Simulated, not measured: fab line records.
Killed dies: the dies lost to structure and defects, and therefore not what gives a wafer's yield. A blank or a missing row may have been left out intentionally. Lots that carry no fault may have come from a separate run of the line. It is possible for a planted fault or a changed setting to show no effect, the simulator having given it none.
Matching of chambers || flow nand_harc || NHARC_THIN_TSV_CMP_21 on cmp-04: 4 sister chambers
The step polishes, t overpolish 30 s, target thk 2000 nm. 18 wafers are shown with their chamber, then 9 later ones without.

## WAFERS PAIRED WITH THEIR CHAMBERS
{"wafer": "L587.1", "chamber": 2, "motor_current_A (A)": 12.8, "overpolish_run_s (s)": 29.995}
{"wafer": "L587.5", "chamber": 0, "motor_current_A (A)": 10.0, "overpolish_run_s (s)": 29.981}
{"wafer": "L587.6", "chamber": 1, "motor_current_A (A)": 12.3, "overpolish_run_s (s)": 30.001}
{"wafer": "L588.2", "chamber": 1, "motor_current_A (A)": 11.3, "overpolish_run_s (s)": 30.000}
{"wafer": "L588.3", "chamber": 3, "motor_current_A (A)": 10.0, "overpolish_run_s (s)": 30.017}
{"wafer": "L588.4", "chamber": 0, "motor_current_A (A)": 10.2, "overpolish_run_s (s)": 29.995}
{"wafer": "L589.2", "chamber": 3, "motor_current_A (A)": 10.6, "overpolish_run_s (s)": 29.992}
{"wafer": "L589.5", "chamber": 3, "motor_current_A (A)": 11.0, "overpolish_run_s (s)": 30.000}
{"wafer": "L589.6", "chamber": 2, "motor_current_A (A)": 12.5, "overpolish_run_s (s)": 30.017}
{"wafer": "L594.3", "chamber": 2, "motor_current_A (A)": 11.7, "overpolish_run_s (s)": 30.009}
{"wafer": "L594.4", "chamber": 3, "motor_current_A (A)": 11.6, "overpolish_run_s (s)": 30.005}
{"wafer": "L594.5", "chamber": 1, "motor_current_A (A)": 11.4, "overpolish_run_s (s)": 30.000}
{"wafer": "L595.1", "chamber": 1, "motor_current_A (A)": 11.8, "overpolish_run_s (s)": 29.988}
{"wafer": "L595.4", "chamber": 2, "motor_current_A (A)": 12.4, "overpolish_run_s (s)": 29.993}
{"wafer": "L595.6", "chamber": 3, "motor_current_A (A)": 10.5, "overpolish_run_s (s)": 30.000}
{"wafer": "L603.1", "chamber": 1, "motor_current_A (A)": 11.4, "overpolish_run_s (s)": 29.988}
{"wafer": "L603.3", "chamber": 2, "motor_current_A (A)": 11.3, "overpolish_run_s (s)": 30.009}
{"wafer": "L603.4", "chamber": 3, "motor_current_A (A)": 10.6, "overpolish_run_s (s)": 30.007}

SIGNATURES, as means of the wafers listed above
{"reading": "motor_current_A", "chamber 0": 10.100, "chamber 1": 11.640, "chamber 2": 12.140, "chamber 3": 10.717, "scatter within a chamber": 0.514}
{"reading": "overpolish_run_s", "chamber 0": 29.98800, "chamber 1": 29.99540, "chamber 2": 30.00460, "chamber 3": 30.00350, "scatter within a chamber": 0.00868}
Rule: for each reading, subtract the chamber's mean from the wafer's reading, divide by that reading's scatter and square the result; add these up over the readings and take the root, which gives the wafer's distance from the chamber. The wafer belongs to the nearest chamber; if the next one is less than 2 further off, it can't be placed. How the scatter is found: for the shown wafers, subtract from each reading the mean of its chamber, square and add these, divide the total by (wafers less chambers), then take the root.

## WAFERS WHOSE CHAMBER IS MISSING
{"wafer": "L600.2", "motor_current_A (A)": 10.2, "overpolish_run_s (s)": 30.001}
{"wafer": "L600.3", "motor_current_A (A)": 10.1, "overpolish_run_s (s)": 29.988}
{"wafer": "L600.5", "motor_current_A (A)": 11.5, "overpolish_run_s (s)": 29.997}
{"wafer": "L608.1", "motor_current_A (A)": 10.7, "overpolish_run_s (s)": 29.989}
{"wafer": "L608.5", "motor_current_A (A)": 10.4, "overpolish_run_s (s)": 30.011}
{"wafer": "L608.6", "motor_current_A (A)": 10.4, "overpolish_run_s (s)": 30.001}
{"wafer": "L607.2", "motor_current_A (A)": 12.3, "overpolish_run_s (s)": 29.994}
{"wafer": "L607.5", "motor_current_A (A)": 12.7, "overpolish_run_s (s)": 30.004}
{"wafer": "L607.6", "motor_current_A (A)": 10.2, "overpolish_run_s (s)": 30.002}

## THE CHAMBER EACH PASSED THROUGH
{"wafer": "L600.2", "from the rows above": "can't be placed: 3 or 0 or 1", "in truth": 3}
{"wafer": "L600.3", "from the rows above": 0, "in truth": 0}
{"wafer": "L600.5", "from the rows above": "can't be placed: 1 or 2 or 3", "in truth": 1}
{"wafer": "L608.1", "from the rows above": "can't be placed: 0 or 3 or 1", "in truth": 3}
{"wafer": "L608.5", "from the rows above": "can't be placed: 3 or 0 or 1", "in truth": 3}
{"wafer": "L608.6", "from the rows above": "can't be placed: 3 or 0 or 1", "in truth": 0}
{"wafer": "L607.2", "from the rows above": "can't be placed: 2 or 1", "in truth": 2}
{"wafer": "L607.5", "from the rows above": "can't be placed: 2 or 1", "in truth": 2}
{"wafer": "L607.6", "from the rows above": "can't be placed: 3 or 0 or 1", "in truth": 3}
Placed correctly: 1 of 9. From these rows, 8 cannot be placed; in 8 the true chamber is one of the candidates. Wrongly placed: 0.
